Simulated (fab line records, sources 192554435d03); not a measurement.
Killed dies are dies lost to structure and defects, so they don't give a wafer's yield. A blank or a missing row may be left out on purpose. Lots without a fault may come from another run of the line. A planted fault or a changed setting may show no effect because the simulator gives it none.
fab line records | flow n5_finfet
record lots=6 wafers=18 last_day=16
route steps=1938 shown SD_EPI_P@309 SD_ACTIVATION@330 ILD0@335 SDB@347 MOL_CONTACT_COAG@538 BEOL_M4@1111
lots that met no fault: from a run of the same line without faults
start_h: hours from the record's first day to the start of the lot's first wafer shown | wait_h: hours since the lot's step before | " the same as in the row above | L1.1+2: a row that stands for several wafers | - no value, or no start given | * or withheld: withheld | < > ~ a bound
route shown NAME@n: a module of which the file shows steps, and the number in the route of the first | usual: mean/standard deviation of fault-free wafers | same: alike in all rows | chamber/n: place in a boat | sites: the reading at each site | _std_site: their standard deviation | _edge_site: outer sites' mean less inner sites' | radius_mm: how far each site lies from the wafer's centre | mask NAME#n: copy n | behind: the tool/chamber that last shaped the wafer | hold: why the lot was held/for how many hours/how that ended | device: the transistor (n, p or np) that didn't switch | end of line: the same wafers' tests at the end of the route | a step without rows: its recipe alone | killed: dies lost to structure and defects at the first sort, not the wafer's yield | map: a wafer's dies, x killed, . not, _ none there
set.NAME: the setting as run; set.NAME@STEP: as run at that earlier step | model.NAME: the simulator's own value behind a step, which no gauge read
lots at some steps of the route; a table a step, a row a wafer
services: from which hour (start_h, from the record's first day; less than 0 if before it) a tool's chamber was out of use, for how many hours, and why
## steps
# step N5_SD_EPI_P_STRIP_38
# recipe chemistry=N2/H2 temp_c=40 n2_flow_sccm=200 h2_flow_sccm=200 rf_frequency_hz=6e+07
# step N5_SD_EPI_P_ETCHBACK_46
# recipe chemistry=CH3F/O2 mode=anisotropic_etchback target=SiNx target_depth_a=175 stop_on=SiO2 over_etch_frac=0.3 ion_energy_ev=120 pressure_mtorr=30 source_w=395 bias_w=73 Ar_flow_sccm=150 CH3F_flow_sccm=30 O2_flow_sccm=20
# usual O2_flow_sccm=20.00/0.067 chamber_pressure_mTorr=30.001/0.027 drypump_motor_current_A=5.6/0.45 oes_o_777_au=0.78/0.097 oes_product_au=0.68/0.082 rf_vpp_V=303/13 showerhead_plenum_p_Torr=2.00/0.061 throttle_valve_pct=16.43/0.17
# columns lot.wafer tool chamber start_h wait_h O2_flow_sccm chamber_pressure_mTorr drypump_motor_current_A oes_o_777_au oes_product_au rf_hours_counter_h rf_vpp_V showerhead_plenum_p_Torr throttle_valve_pct
L210.1 rie_diel-03 0 52.79 0.0 20.01 30.068 5.1 0.71 0.64 157 319 2.01 16.45
L210.2 " 2 " " 19.93 29.994 5.3 0.70 0.59 215 303 1.99 16.40
L210.5 " 3 " " 20.10 30.020 6.4 0.98 0.83 - 296 2.06 16.45
L211.2 rie_diel-06 3 62.18 0.0 19.99 29.966 6.2 0.93 0.81 6 303 2.06 16.19
L211.4 " 0 " " 19.95 30.046 5.2 0.86 0.76 36 296 1.94 16.05
L211.6 " 0 " " 19.91 29.973 5.2 0.85 0.76 - 296 1.94 16.04
L215.2 rie_diel-04 3 83.48 0.0 19.95 30.012 5.1 0.92 0.79 15 290 1.96 16.21
L215.3 " 2 " " 20.04 29.994 5.7 0.74 0.60 202 284 1.91 16.75
L215.5 " 2 " " 19.97 30.011 5.7 0.74 0.61 - 284 1.91 16.76
L217.1 rie_diel-06 2 101.29 0.0 20.03 30.021 6.0 0.71 0.61 196 291 1.97 16.46
L217.2 " 1 " " 19.94 30.050 5.7 0.71 0.65 148 319 1.98 16.42
L217.4 " 0 " " 19.95 29.999 5.2 0.83 0.74 46 297 1.94 16.07
L225.2 rie_diel-03 2 146.91 0.0 19.97 29.986 5.3 0.67 0.57 246 301 1.98 16.43
L225.3 " 0 " " 20.06 29.991 5.1 0.69 0.63 184 319 2.00 16.50
L225.4 " 3 " " 20.04 30.095 6.4 0.92 0.76 - 293 2.05 16.50
L226.2 rie_diel-03 1 152.72 0.0 20.02 29.989 5.4 0.89 0.80 9 320 2.14 16.34
L226.4 " 2 " " 19.93 30.025 5.3 0.68 0.57 248 301 1.98 16.46
L226.5 " 1 " " 20.06 30.001 5.4 0.89 0.80 - 321 2.14 16.33
# step N5_SD_EPI_P_ETCH_47
# recipe chemistry=CH3F/O2 target=SiOCN target_depth_a=250 mask_material=SOC ion_energy_ev=60 bias_w=29 pressure_mtorr=30 source_w=410 Ar_flow_sccm=150 CH3F_flow_sccm=30 O2_flow_sccm=20
# step N5_SD_EPI_P_ETCH_16
# recipe chemistry=CHF3/O2 target=SiO2 target_depth_a=50 mask_material=SOC pressure_mtorr=30 source_w=650 bias_w=170 Ar_flow_sccm=200 CHF3_flow_sccm=50 O2_flow_sccm=5 ion_energy_ev=200
# usual O2_flow_sccm=5.003/0.015 chamber_pressure_mTorr=30.002/0.025 drypump_motor_current_A=5.6/0.45 oes_o_777_au=0.79/0.1 oes_product_au=0.79/0.1 rf_vpp_V=534/24 showerhead_plenum_p_Torr=2.41/0.071 throttle_valve_pct=18.98/0.17
# columns lot.wafer tool chamber start_h wait_h O2_flow_sccm chamber_pressure_mTorr drypump_motor_current_A oes_o_777_au oes_product_au rf_hours_counter_h rf_vpp_V showerhead_plenum_p_Torr throttle_valve_pct
L210.1 rie_diel-03 0 52.99 0.1 4.991 29.976 5.1 0.71 0.74 157 565 2.43 19.03
L210.2 " 2 " " 5.031 29.989 5.3 0.71 0.68 215 528 2.39 18.89
L210.5 " 3 " " 5.018 30.006 6.3 0.98 0.98 - 517 2.48 19.05
L211.2 rie_diel-06 3 62.38 0.1 5.010 29.979 6.2 0.94 0.95 6 532 2.48 18.77
L211.4 " 0 " " 4.989 30.027 5.2 0.86 0.86 36 521 2.34 18.59
L211.6 " 0 " " 4.969 29.990 5.2 0.87 0.86 - 520 2.34 18.59
L215.2 rie_diel-04 3 83.68 0.1 5.021 30.019 5.2 0.97 0.92 15 509 2.36 18.72
L215.3 " 2 " " 5.002 29.996 5.7 0.74 0.72 202 500 2.31 19.31
L215.5 " 2 " " 4.998 30.052 5.7 0.74 0.72 - 500 2.31 19.31
L217.1 rie_diel-06 2 101.49 0.1 5.007 30.019 6.1 0.71 0.71 196 515 2.38 18.99
L217.2 " 1 " " 5.010 30.003 5.7 0.73 0.77 148 564 2.39 18.95
L217.4 " 0 " " 5.010 30.011 5.2 0.85 0.85 46 520 2.34 18.61
L225.2 rie_diel-03 2 147.11 0.1 5.018 30.030 5.3 0.69 0.66 246 529 2.38 18.93
L225.3 " 0 " " 4.996 29.988 5.1 0.69 0.72 184 564 2.42 19.07
L225.4 " 3 " " 4.993 30.001 6.4 0.91 0.91 - 516 2.47 19.08
L226.2 rie_diel-03 1 152.92 0.1 5.032 30.062 5.4 0.90 0.92 9 566 2.57 18.92
L226.4 " 2 " " 5.005 29.999 5.3 0.70 0.66 248 531 2.38 18.94
L226.5 " 1 " " 5.029 30.025 5.4 0.91 0.92 - 565 2.57 18.93
# step N5_SD_EPI_P_STRIP_50
# recipe chemistry=CHF3/O2 resist=SiARC rf_frequency_hz=6e+07
# step N5_SD_EPI_P_SD_RECESS_17
# recipe chemistry=HBr/Cl2/O2 target_depth_a=391 bt_time_s=3 pressure_mtorr=10 icp_w=800 bias_w=112 HBr_flow_sccm=150 Cl2_flow_sccm=80 O2_flow_sccm=12
# step N5_SD_EPI_P_WET_ETCH_45
# recipe chemistry=dHF dilution=withheld time_s=10.7 target=SiO2 target_depth_a=20 temp_c=25 dry=ipa_marangoni rinse_time_s=30 rinse_temp_c=23
# step N5_SD_EPI_P_STRIP_40
# recipe chemistry=N2/H2 power_w=1000 temp_c=250 h2_frac=0.65 overash_fraction=0.3 pressure_mtorr=withheld n2_flow_sccm=1750 h2_flow_sccm=3250
# step N5_SD_EPI_P_PRECLEAN_52
# recipe chemistry=O3/DIW time_s=60 temp_c=22 o3_ppm=10
# step N5_SD_EPI_P_SRD_20
# recipe dry=ipa_marangoni do_ppb=5 time_s=30 temp_c=23 rinse_liquid=diw
# step N5_SD_EPI_P_PRECLEAN_51
# recipe chemistry=NF3:NH3 afs_cycles=1 temp_c=30 time_s=20 sublimation_temp_c=180 sublimation_time_s=60 pressure_torr=3 rf_power_w=30
# step N5_SD_EPI_P_VAPOR_ETCH_44
# recipe chemistry=NF3/Ar target=SiGe30 temp_c=25 time_s=3.3 mode=isotropic
# step N5_SD_EPI_P_EPI_21
# recipe material=SiGe:B dopant=B temp_c=550 pressure_torr=20 ambient=H2 time_s=355
# usual epi_growth_time_s=355/0
# columns lot.wafer tool chamber start_h wait_h epi_growth_time_s model.SiGe-B_of_SD_EPI_P_EPI_21.thk_nm
L210.1 epi_rpcvd-02 0 53.84 0.2 355 61
L210.2 " 0 " " 355 61.4
L210.5 " 0 55.76 2.0 355 60.4
L211.2 epi_rpcvd-04 0 63.71 0.6 355 60.6
L211.4 " 0 " " 355 59.8
L211.6 " 0 " " 355 59.8
L215.2 epi_rpcvd-02 0 85.03 0.6 483.17 73.8
L215.3 " 0 " " 483.17 75
L215.5 " 0 " " 483.17 74.6
L217.1 epi_rpcvd-02 0 102.34 0.2 483.17 74.8
L217.2 " 0 " " 483.17 74.8
L217.4 " 0 " " 483.17 75.2
L225.2 epi_rpcvd-04 0 148.44 0.6 355 61.2
L225.3 " 0 " " 355 60.8
L225.4 " 0 " " 355 61.2
L226.2 epi_rpcvd-04 0 154.25 0.6 355 61.4
L226.4 " 0 " " 355 61
L226.5 " 0 " " 355 61.6
# step N5_SD_EPI_P_EPI_MEAS_23
# recipe mode=xrd
# usual thk_nm=61.0/1.2
# columns lot.wafer tool chamber start_h wait_h thk_nm
L210.1 film_metro-01 - 56.75 2.4 60.6
L210.2 " - " " 60.9
L210.5 " - " " 60.7
L211.2 film_metro-01 - 66.15 2.0 60.6
L211.4 " - " " 60.1
L211.6 " - " " 61.4
L215.2 film_metro-01 - 87.46 2.0 75.7
L215.3 " - " " 76.6
L215.5 " - " " 75.3
L217.1 film_metro-02 - 105.28 2.5 74.6
L217.2 " - " " 74.0
L217.4 " - " " 75.8
L225.2 film_metro-02 - 150.89 2.0 61.9
L225.3 " - " " 60.4
L225.4 " - " " 60.5
L226.2 film_metro-01 - 156.69 2.0 62.5
L226.4 " - " " 60.9
L226.5 " - " " 61.4
# step N5_SD_EPI_P_HM_STRIP_48
# recipe chemistry=H3PO4 temp_c=160 material=SiNx target=SiNx target_depth_a=30 overetch_fraction=0.3
# step N5_SD_EPI_P_SRD_49
# recipe dry=ipa_marangoni time_s=30 temp_c=23 rinse_liquid=diw
# step N5_SD_EPI_P_PRECLEAN_24
# recipe chemistry=O3/DIW time_s=45 temp_c=22 o3_ppm=10
# step N5_SD_EPI_P_PRECLEAN_32
# recipe chemistry=dHF time_s=10 dilution=500:1 temp_c=25
# step N5_SD_EPI_P_PRECLEAN_33
# recipe chemistry=SC2 time_s=45 temp_c=35 mix=1:1:50
# step N5_SD_EPI_P_SRD_25
# recipe time_s=30 temp_c=23 rinse_liquid=diw dry=ipa_marangoni
# step N5_SD_EPI_P_INSPECT_26
# recipe inspect_instrument=darkfield mode=post_epi
# usual raw_defect_count=172/38
# columns lot.wafer tool chamber start_h wait_h raw_defect_count
L210.1 defect_inspect-01 - 56.93 0.0 117
L210.2 " - " " 178
L210.5 " - " " 142
L211.2 defect_inspect-02 - 66.32 0.0 206
L211.4 " - " " 183
L211.6 " - " " 207
L215.2 defect_inspect-01 - 87.64 0.0 137
L215.3 " - " " 120
L215.5 " - " " 121
L217.1 defect_inspect-02 - 105.45 0.0 175
L217.2 " - " " 159
L217.4 " - " " 187
L225.2 defect_inspect-01 - 151.07 0.0 114
L225.3 " - " " 149
L225.4 " - " " 122
L226.2 defect_inspect-01 - 156.86 0.0 264
L226.4 " - " " 161
L226.5 " - " " 220
# step N5_SD_ACTIVATION_RTA_00
# recipe temp_c=975 time_s=0 ambient=N2 idle_temp_c=600 ramp_up_c_per_s=150 ramp_down_c_per_s=60 cool_to_c=600
# usual lamp_power_pct=8.96/0.055 wafer_temp_C_max=975.1/2.1
# same time_s=0
# columns lot.wafer tool chamber start_h wait_h lamp_power_pct wafer_temp_C_max
L210.1 rtp_anneal-01 0 56.96 0.0 8.94 974.1
L210.2 " 0 " " 8.87 974.2
L210.5 " 0 " " 8.95 979.0
L211.2 rtp_anneal-02 0 66.42 0.1 8.94 975.6
L211.4 " 0 " " 8.89 975.3
L211.6 " 0 " " 8.96 973.7
L215.2 rtp_anneal-01 0 87.69 0.1 8.95 974.6
L215.3 " 0 " " 8.92 976.4
L215.5 " 0 " " 8.95 978.2
L217.1 rtp_anneal-02 0 105.56 0.1 9.11 976.2
L217.2 " 0 " " 9.06 972.2
L217.4 " 0 " " 8.92 971.7
L225.2 rtp_anneal-02 0 151.12 0.1 8.96 975.3
L225.3 " 0 " " 8.96 974.9
L225.4 " 0 " " 8.99 974.6
L226.2 rtp_anneal-02 0 156.92 0.1 8.97 977.9
L226.4 " 0 " " 9.04 975.3
L226.5 " 0 " " 8.90 974.0
# step N5_SD_ACTIVATION_LSA_01
# recipe temp_c=1080 time_s=0.0008 ambient=N2
# usual wafer_temp_C_max=1086.6/2
# same time_s=0.0008
# columns lot.wafer tool chamber start_h wait_h wafer_temp_C_max
L210.1 laser_anneal-02 0 57.16 0.2 1085.1
L210.2 " 0 " " 1085.4
L210.5 " 0 " " 1087.0
L211.2 laser_anneal-02 0 66.62 0.2 1084.0
L211.4 " 0 " " 1084.3
L211.6 " 0 " " 1084.1
L215.2 laser_anneal-02 0 87.90 0.2 1086.5
L215.3 " 0 " " 1086.9
L215.5 " 0 " " 1085.2
L217.1 laser_anneal-02 0 105.77 0.2 1088.7
L217.2 " 0 " " 1084.7
L217.4 " 0 " " 1085.2
L225.2 laser_anneal-02 0 151.33 0.2 1086.6
L225.3 " 0 " " 1084.0
L225.4 " 0 " " 1083.2
L226.2 laser_anneal-01 0 157.12 0.2 1088.9
L226.4 " 0 " " 1088.1
L226.5 " 0 " " 1087.8
# step N5_SD_ACTIVATION_RS_MEAS_03
# recipe thk_meas_gauge=four-point-probe
# usual RS_SD_N=21.85/0.28 RS_SD_P=56.2/0.86
# columns lot.wafer tool chamber start_h wait_h RS_SD_N[ohm/sq] RS_SD_P[ohm/sq]
L210.1 film_metro-01 - 57.36 0.2 21.90 56.2
L210.2 " - " " 21.78 56.2
L210.5 " - " " 21.87 56.8
L211.2 film_metro-01 - 66.83 0.2 21.58 56.9
L211.4 " - " " 21.32 56.5
L211.6 " - " " 21.43 57.2
L215.2 film_metro-02 - 88.09 0.2 21.62 46.2
L215.3 " - " " 21.86 45.3
L215.5 " - " " 21.63 45.9
L217.1 film_metro-01 - 105.98 0.2 22.34 45.8
L217.2 " - " " 22.46 46.2
L217.4 " - " " 22.31 46.0
L225.2 film_metro-01 - 151.52 0.2 22.09 54.7
L225.3 " - " " 22.03 55.4
L225.4 " - " " 21.90 55.0
L226.2 film_metro-02 - 157.31 0.2 21.95 56.1
L226.4 " - " " 21.74 56.2
L226.5 " - " " 21.90 56.1
# step N5_SD_ACTIVATION_INSPECT_02
# recipe inspect_instrument=darkfield mode=post_anneal
# usual raw_defect_count=172/36
# columns lot.wafer tool chamber start_h wait_h raw_defect_count
L210.1 defect_inspect-02 - 57.68 0.2 133
L210.2 " - " " 184
L210.5 " - " " 138
L211.2 defect_inspect-01 - 67.13 0.1 186
L211.4 " - " " 147
L211.6 " - " " 201
L215.2 defect_inspect-02 - 88.39 0.1 142
L215.3 " - " " 142
L215.5 " - " " 138
L217.1 defect_inspect-01 - 106.30 0.2 165
L217.2 " - " " 141
L217.4 " - " " 176
L225.2 defect_inspect-01 - 151.82 0.1 121
L225.3 " - " " 146
L225.4 " - " " 107
L226.2 defect_inspect-01 - 157.61 0.1 275
L226.4 " - " " 160
L226.5 " - " " 216
# step N5_ILD0_LINER_00
# recipe material=SiNx target_thk_a=40 temp_c=400 ald_precursor_family=SiH2I2 ald_co_reactant=N2/H2-plasma pulse_time_s=1 purge_time_s=2 co_reactant_purge_time_s=2 ald_cycles=80 pressure_torr=2
# step N5_ILD0_FCVD_FILL_01
# recipe material=SiO2_flowable target_thk_a=2000 temp_c=100 pressure_torr=0.8 rf_w=2000 time_s=328.3
# step N5_ILD0_CURE_02
# recipe temp_c=450 time_s=1800 ambient=steam idle_temp_c=400 ramp_up_c_per_min=5 ramp_down_c_per_min=3 densification_p_h2o_torr=640
# step N5_ILD0_CMP_03
# recipe stop_on=SiNx t_overpolish_s=1.9 post_cmp_clean=alkaline_brush down_force_psi=4.1491 platen_rpm=51.796 pad_velocity_m_s=1.0306 target_thk_nm=197.38
# step N5_ILD0_THK_MEAS_04
# usual thk_nm=197.0/1.2
# columns lot.wafer tool chamber start_h wait_h thk_nm
L210.1 film_metro-01 - 60.38 - 195.9
L210.2 " - " " 194.8
L210.5 " - " " 197.7
L211.2 film_metro-01 - 69.95 - 197.8
L211.4 " - " " 196.1
L211.6 " - " " 198.1
L215.2 film_metro-02 - 91.10 - 195.9
L215.3 " - " " 197.7
L215.5 " - " " 196.0
L217.1 film_metro-02 - 109.01 - 194.8
L217.2 " - " " 196.4
L217.4 " - " " 195.9
L225.2 film_metro-02 - 154.58 - 195.6
L225.3 " - " " 197.1
L225.4 " - " " 197.6
L226.2 film_metro-02 - 160.87 0.3 195.9
L226.4 " - " " 195.8
L226.5 " - " " 197.7
# step N5_ILD0_CMP_07
# recipe stop_on=poly-Si material=SiO2_flowable t_overpolish_s=1.18 post_cmp_clean=alkaline_brush down_force_psi=4.1491 platen_rpm=51.796 pad_velocity_m_s=1.0306 target_thk_nm=138.88
# step N5_ILD0_THK_MEAS_08
# usual thk_nm=138.9/1.3
# columns lot.wafer tool chamber start_h wait_h thk_nm
L210.1 film_metro-01 - 60.70 - 136.1
L210.2 " - " " 137.5
L210.5 " - " " 136.0
L211.2 film_metro-01 - 70.27 - 139.2
L211.4 " - " " 139.0
L211.6 " - " " 139.0
L215.2 film_metro-01 - 91.42 - 138.6
L215.3 " - " " 138.5
L215.5 " - " " 137.5
L217.1 film_metro-01 - 109.34 - 139.2
L217.2 " - " " 138.4
L217.4 " - " " 138.7
L225.2 film_metro-02 - 154.95 - 139.1
L225.3 " - " " 141.0
L225.4 " - " " 139.8
L226.2 film_metro-02 - 161.20 - 141.5
L226.4 " - " " 138.7
L226.5 " - " " 140.7
# step N5_ILD0_PRECLEAN_10
# recipe chemistry=NF3:NH3 afs_cycles=5 time_s=20 temp_c=30 sublimation_temp_c=180 sublimation_time_s=60 pressure_torr=3 rf_power_w=30
# step N5_ILD0_ALD_15
# recipe material=SiNx target_thk_a=240 temp_c=400 ald_precursor_family=SiH2I2 ald_co_reactant=N2/H2-plasma pulse_time_s=1 ald_cycles=480 purge_time_s=2 co_reactant_purge_time_s=2 pressure_torr=2
# step N5_ILD0_CMP_12
# recipe stop_on=poly-Si material=SiNx t_overpolish_s=6 post_cmp_clean=alkaline_brush down_force_psi=2.5 platen_rpm=51.8 pad_velocity_m_s=1.0307 target_thk_nm=17.67
# step N5_ILD0_THK_MEAS_13
# usual thk_nm=17.4/1.2
# columns lot.wafer tool chamber start_h wait_h thk_nm
L210.1 film_metro-01 - 63.92 - 19.2
L210.2 " - " " 18.5
L210.5 " - " " 18.6
L211.2 film_metro-01 - 73.48 - 17.0
L211.4 " - " " 15.9
L211.6 " - " " 15.2
L215.2 film_metro-02 - 94.83 - 16.8
L215.3 " - " " 17.5
L215.5 " - " " 16.9
L217.1 film_metro-01 - 112.55 - 18.0
L217.2 " - " " 15.6
L217.4 " - " " 16.3
L225.2 film_metro-01 - 158.84 - 19.0
L225.3 " - " " 16.1
L225.4 " - " " 19.2
L226.2 film_metro-02 - 165.40 - 19.1
L226.4 " - " " 17.4
L226.5 " - " " 19.2
# step N5_ILD0_INSPECT_06
# recipe inspect_instrument=darkfield mode=post_cmp
# usual raw_defect_count=39/18
# columns lot.wafer tool chamber start_h wait_h raw_defect_count
L210.1 defect_inspect-01 - 63.94 0.0 18
L210.2 " - " " 17
L210.5 " - " " 38
L211.2 defect_inspect-01 - 73.51 0.0 16
L211.4 " - " " 21
L211.6 " - " " 24
L215.2 defect_inspect-01 - 94.85 0.0 19
L215.3 " - " " 17
L215.5 " - " " 23
L217.1 defect_inspect-01 - 112.57 0.0 24
L217.2 " - " " 47
L217.4 " - " " 26
L225.2 defect_inspect-02 - 158.87 0.0 50
L225.3 " - " " 21
L225.4 " - " " 41
L226.2 defect_inspect-01 - 165.42 0.0 13
L226.4 " - " " 21
L226.5 " - " " 21
# step N5_SDB_HM_DEP_00
# recipe material=SiNx target_thk_a=400 temp_c=400 precursor=SiH4/NH3/N2 pressure_torr=1.5 rf_w=300 time_s=35.3
# usual heater_power_w=751/150 showerhead_plenum_p_Torr=5.13/0.067 throttle_valve_pct=40/3.7
# same time_s=35.3
# columns lot.wafer tool chamber start_h wait_h heater_power_w showerhead_plenum_p_Torr throttle_valve_pct
L210.1 pecvd-02 2 63.98 0.0 920 5.18 37
L210.2 " 0 " " 524 5.25 36
L210.5 " 2 " " 909 5.18 37
L211.2 pecvd-01 2 73.54 0.0 727 5.10 40
L211.4 " 1 " " 498 5.20 40
L211.6 " 0 " " 860 5.09 40
L215.2 pecvd-02 1 94.89 0.0 876 5.17 39
L215.3 " 2 " " 775 5.20 37
L215.5 " 0 " " 600 5.25 36
L217.1 pecvd-02 1 112.61 0.0 820 5.15 39
L217.2 " 0 " " 610 5.25 37
L217.4 " 0 " " 621 5.26 36
L225.2 pecvd-02 2 158.90 0.0 816 5.18 37
L225.3 " 1 " " 825 5.16 39
L225.4 " 1 " " 825 5.16 39
L226.2 pecvd-03 2 165.46 0.0 815 5.08 36
L226.4 " 0 " " 826 5.10 49
L226.5 " 2 " " 824 5.07 36
# step N5_SDB_COAT_03
# recipe resist=SOC temp_c=250 time_s=60 spin_rpm=1500 resist_thk_nm=100
# step N5_SDB_COAT_04
# recipe resist=SiARC temp_c=220 time_s=60 spin_rpm=1500 resist_thk_nm=18
# step N5_SDB_COAT_05
# recipe resist=CAR-ArF spin_rpm=1500 resist_thk_nm=90
# step N5_MOL_CONTACT_COAG_ETCH_110
# recipe chemistry=CF4/O2 target=Si target_depth_a=25 time_s=8 pressure_mtorr=100 source_w=200 bias_w=12 ion_energy_ev=60 Ar_flow_sccm=100 cf4_flow_sccm=100 O2_flow_sccm=10
# usual O2_flow_sccm=10.00/0.031 chamber_pressure_mTorr=99.99/0.095 drypump_motor_current_A=5.8/0.48 oes_o_777_au=0.77/0.088 oes_product_au=0.76/0.084 rf_vpp_V=128/4.4 showerhead_plenum_p_Torr=2.22/0.06 throttle_valve_pct=10.87/0.24
# same time_s=8
# columns lot.wafer tool chamber start_h wait_h O2_flow_sccm chamber_pressure_mTorr drypump_motor_current_A oes_o_777_au oes_product_au rf_hours_counter_h rf_vpp_V showerhead_plenum_p_Torr throttle_valve_pct model.SiGe-B_of_SD_EPI_P_EPI_21.thk_nm
L210.1 rie_diel-02 0 87.37 0.0 10.03 99.93 5.3 0.76 0.76 160 121 2.23 11.02 58
L210.2 " 2 " " 9.97 100.03 5.8 0.79 0.82 67 133 2.27 10.71 58.6
L210.5 " 1 " " 9.96 99.95 5.8 0.74 0.77 - 130 2.13 10.60 57.6
L211.2 rie_diel-05 0 96.50 0.0 9.95 99.95 6.4 0.74 0.75 135 124 2.18 10.90 57.8
L211.4 " 1 " " 9.99 99.85 4.7 0.72 0.70 178 128 2.30 11.08 57
L211.6 " 1 " " 10.01 100.01 4.7 0.71 0.71 - 131 2.30 11.07 57
L215.2 rie_diel-05 3 120.17 0.0 9.96 99.99 5.6 0.68 0.68 211 129 2.30 10.90 70.6
L215.3 " 0 " " 10.01 99.92 6.4 0.73 0.75 143 126 2.17 10.91 71.6
L215.5 " 3 " " 9.98 99.99 5.6 0.69 0.68 - 131 2.30 10.89 71.2
L217.1 rie_diel-02 2 135.28 0.0 9.95 100.06 5.8 0.78 0.80 83 132 2.26 10.79 71.4
L217.2 " 3 " " 10.02 100.07 5.9 0.97 0.96 13 124 2.19 10.55 71.2
L217.4 " 0 " " 10.04 100.04 5.3 0.75 0.75 175 121 2.22 11.06 71.6
L225.2 rie_diel-02 3 181.49 0.0 9.99 100.06 5.9 0.94 0.91 30 127 2.18 10.62 58.2
L225.3 " 1 " " 10.00 99.93 5.8 0.72 0.73 139 133 2.12 10.70 58
L225.4 " 2 " " 9.96 99.87 5.8 0.77 0.78 98 133 2.26 10.82 58.4
L226.2 rie_diel-02 3 189.81 0.0 9.93 100.01 5.9 0.93 0.91 33 125 2.18 10.62 58.4
L226.4 " 1 " " 10.05 99.72 5.8 0.70 0.72 142 131 2.12 10.67 58.2
L226.5 " 0 " " 10.01 99.96 5.3 0.74 0.73 - 121 2.22 11.12 58.6
# step N5_BEOL_M4_RC_MEAS_101
# usual DIBL_N=36.0/2.5 DIBL_P=36.2/3 IOFF_N=0.16/0.044 IOFF_P=0.21/0.049 ION_N=671/15 ION_P=461/8.7 RS_SD_P=65.9/1 SS_N=71.5/0.72 SS_P=73.4/0.9 VT_N=251/4.4 VT_P=-250/4
# columns lot.wafer tool chamber start_h wait_h DIBL_N[mV/V] DIBL_P[mV/V] IOFF_N[nA/um] IOFF_P[nA/um] ION_N[uA/um] ION_P[uA/um] RS_SD_P[ohm/sq] SS_N[mV/dec] SS_P[mV/dec] VT_N[mV] VT_P[mV]
L210.1 prober-01 0 180.05 0.0 36.4 36.1 0.16 0.24 668 463 66.1 71.9 73.5 251 -245
L210.2 " 0 " " 34.6 33.4 0.13 0.19 667 458 65.7 71.3 72.1 254 -247
L210.5 " 0 " " 36.0 35.2 0.15 0.22 665 460 66.3 71.6 72.7 250 -245
L211.2 prober-02 0 189.40 0.8 29.5 30.2 0.08 0.13 638 444 66.1 70.2 71.6 261 -259
L211.4 " 0 " " 31.8 32.8 0.10 0.14 651 447 67.5 71.0 72.9 258 -258
L211.6 " 0 " " 34.0 36.0 0.12 0.18 647 447 67.0 71.3 73.2 257 -257
L215.2 prober-02 0 215.42 0.2 37.3 37.7 0.17 0.26 682 477 54.5 71.5 73.6 248 -245
L215.3 " 0 " " 35.3 35.7 0.13 0.22 675 476 53.6 71.4 73.0 250 -249
L215.5 " 0 " " 38.8 38.7 0.21 0.27 697 484 54.2 72.1 74.2 245 -243
L217.1 prober-02 0 223.56 0.0 36.6 37.4 0.16 0.26 684 485 53.8 71.3 73.5 249 -245
L217.2 " 0 " " 38.8 38.5 0.19 0.26 683 469 54.3 71.1 73.7 248 -245
L217.4 " 0 " " 38.0 38.1 0.18 0.27 671 474 53.6 71.8 72.8 250 -247
L226.2 prober-02 0 271.16 0.2 38.9 40.4 0.23 0.28 701 476 65.7 72.3 73.8 245 -246
L226.4 " 0 " " 35.1 34.5 0.15 0.18 678 458 66.7 71.1 72.5 249 -253
L226.5 " 0 " " 36.7 37.4 0.17 0.22 692 468 65.7 72.2 73.7 250 -252
L225.2 prober-02 0 275.85 0.2 41.2 43.1 0.31 0.37 692 473 65.4 72.8 74.9 240 -241
L225.3 " 0 " " 36.6 37.7 0.19 0.24 683 465 65.7 71.4 73.0 245 -248
L225.4 " 0 " " 36.9 38.5 0.20 0.26 682 473 65.3 72.0 74.0 245 -245
## services
# columns tool chamber start_h hours kind
epi_rpcvd-02 - 34.84 2.3 repair
pecvd-02 - 45.99 3.5 repair
pecvd-03 - 58.49 14.6 pm
rie_diel-02 - 65.60 2.8 pm
laser_anneal-02 - 81.98 2.7 pm
rie_diel-06 - 86.87 0.4 repair
pecvd-03 1 109.72 28.8 repair
pecvd-03 0 115.04 14.0 repair
pecvd-01 - 117.11 0.8 pm
epi_rpcvd-02 - 117.95 14.6 pm
pecvd-03 - 119.02 1.2 repair
laser_anneal-01 - 122.54 2.8 pm
pecvd-01 2 127.08 7.0 repair
pecvd-02 - 130.40 5.5 pm
rie_diel-05 3 132.65 7.5 repair
rie_diel-06 3 133.56 10.2 repair
rie_diel-03 1 146.18 2.5 repair
pecvd-01 - 148.62 1.1 repair
pecvd-01 - 149.76 2.8 pm
rie_diel-03 - 159.37 0.7 repair
epi_rpcvd-02 - 166.86 2.8 pm
laser_anneal-01 - 174.15 2.3 repair
pecvd-02 - 177.81 12.4 repair
rie_diel-04 - 188.17 14.6 pm
## key
first_sign step=N5_SD_EPI_P_EPI_21 reading=epi_growth_time_s direction=up sigmas=99+ usual=* struck=*
effect step=N5_SD_EPI_P_EPI_MEAS_23 reading=thk_nm direction=up sigmas=12 usual=* struck=*
effect step=N5_SD_ACTIVATION_RS_MEAS_03 reading=RS_SD_P direction=down sigmas=12 usual=56.2 struck=45.9
effect step=N5_BEOL_M4_RC_MEAS_101 reading=RS_SD_P direction=down sigmas=11 usual=65.9 struck=54.0
effect step=N5_BEOL_M4_RC_MEAS_101 reading=ION_P direction=up sigmas=1.9 usual=461 struck=477
model_effect step=N5_SD_EPI_P_EPI_21 value=SiGe-B_of_SD_EPI_P_EPI_21.thk_nm without=60.33 struck=74.7
model_effect step=N5_MOL_CONTACT_COAG_ETCH_110 value=SiGe-B_of_SD_EPI_P_EPI_21.thk_nm without=57.53 struck=71.27
met_at N5_SD_EPI_P_EPI_21
struck_wafers L215.2,L215.3,L215.5,L217.1,L217.2,L217.4
sort_left_out L215.2,L215.3,L215.5,L217.1,L217.2,L217.4
onset_between 53.84 85.03
fault kind=process_parameter_drift tool=epi_rpcvd-02 chamber=- onset_h=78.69 steps=N5_SD_EPI_P_EPI_21 channel=epi_growth_time_s offset=* shape=step end_h=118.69 acts_in=* stated=*
# sort_left_out: the simulated sort isn't trusted on such a fault, so these wafers' sort isn't shown, and their yield isn't known
